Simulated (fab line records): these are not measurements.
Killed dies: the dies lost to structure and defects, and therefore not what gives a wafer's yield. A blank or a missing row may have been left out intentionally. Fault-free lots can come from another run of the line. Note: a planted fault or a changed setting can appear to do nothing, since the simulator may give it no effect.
Problem report, 8D (eight disciplines) form, completed by code	flow n5_finfet	the parts of the form that need people (team, actions taken, sign-off) are left out

1. PROBLEM STATEMENT
Wafers without a fault read 5.15 s, standard deviation 0.14; etch_rf_on_time_s at N5_BEOL_M8_ETCH_72 reads a mean of 3.08 s on 3 wafers belonging to 2 lots. That puts it -15 standard deviations away from the usual mean.
The step: etches underlayer in N2/H2, target depth 6.5 nm, time 5.2 s.
The first sign was on wafer L744.2 at day 12 02:38, on rie_diel-06. At this step, 32 wafers from 11 lots have a number in the record. Rule for "out" (also "out of limits"): further than 4 standard deviations from the usual mean. Any other wafer with a number is counted as sound.

2. WHAT IT IS; WHAT IT IS NOT
question	is	is not
which readings at this step	etch_rf_on_time_s	drypump_motor_current_A, rf_fwd_power_W, rf_vpp_V, showerhead_plenum_p_Torr, throttle_valve_pct
which lots	L744, L745	L734, L735, L738, L742, L743, L754, L755, L756, L757
which wafers of those lots	L744.2, L744.3, L745.3	L744.5, L745.5, L745.6
read on which tools	rie_diel-06	rie_diel-01, rie_diel-03
when	from day 12 02:38	up to then (16 sound wafers); but 13 sound wafers of L745, L754, L755, L756, L757 came after

3. SUSPECTS, AND WHAT RULES EACH OUT
Counting: any tool at a process step up to the reading remains a suspect provided it ran every lot that is out. Sound lots after the first of them don't rule it out here, since some wafers of a struck lot are sound.
- rie_diel-06 at N5_BEOL_M8_ETCH_72 (etches underlayer in N2/H2, target depth 6.5 nm, time 5.2 s): kept. Every lot that is out went through it, the first being L744 (day 12 02:38); the last sound lot it ran before that was L742 (day 11 17:31). On those wafers its own readings are out: etch_rf_on_time_s.
Left after counting: rie_diel-06 at N5_BEOL_M8_ETCH_72.

4. THE CAUSE (what the simulator had put in)
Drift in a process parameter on rie_diel-06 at N5_BEOL_M8_ETCH_72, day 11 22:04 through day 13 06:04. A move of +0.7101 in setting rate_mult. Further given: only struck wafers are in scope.
Counting left only this tool.

5. THE CHAIN OF EFFECTS, in route order
Each row: a reading where the mean over the struck wafers with a number is more than 3 standard deviations away from the usual. Readings are gone through only where the record gives a usual standard deviation; hours: the median, over the lots, of the time from a lot's start at the first step in this table giving one to that lot's start at this step; sigmas: the change measured in usual standard deviations.
hours	step	reading	usual	on struck wafers	change	sigmas
0	N5_BEOL_M8_ETCH_72	etch_rf_on_time_s	5.15 s	3.08	-2.07	-15
Its process steps:
- N5_BEOL_M8_ETCH_72: etches underlayer in N2/H2, target depth 6.5 nm, time 5.2 s.

6. HOW IT WOULD HAVE BEEN CAUGHT EARLIER
In this record the first reading out of limits was taken at day 12 02:38, 5 hours after the fault began at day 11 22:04.
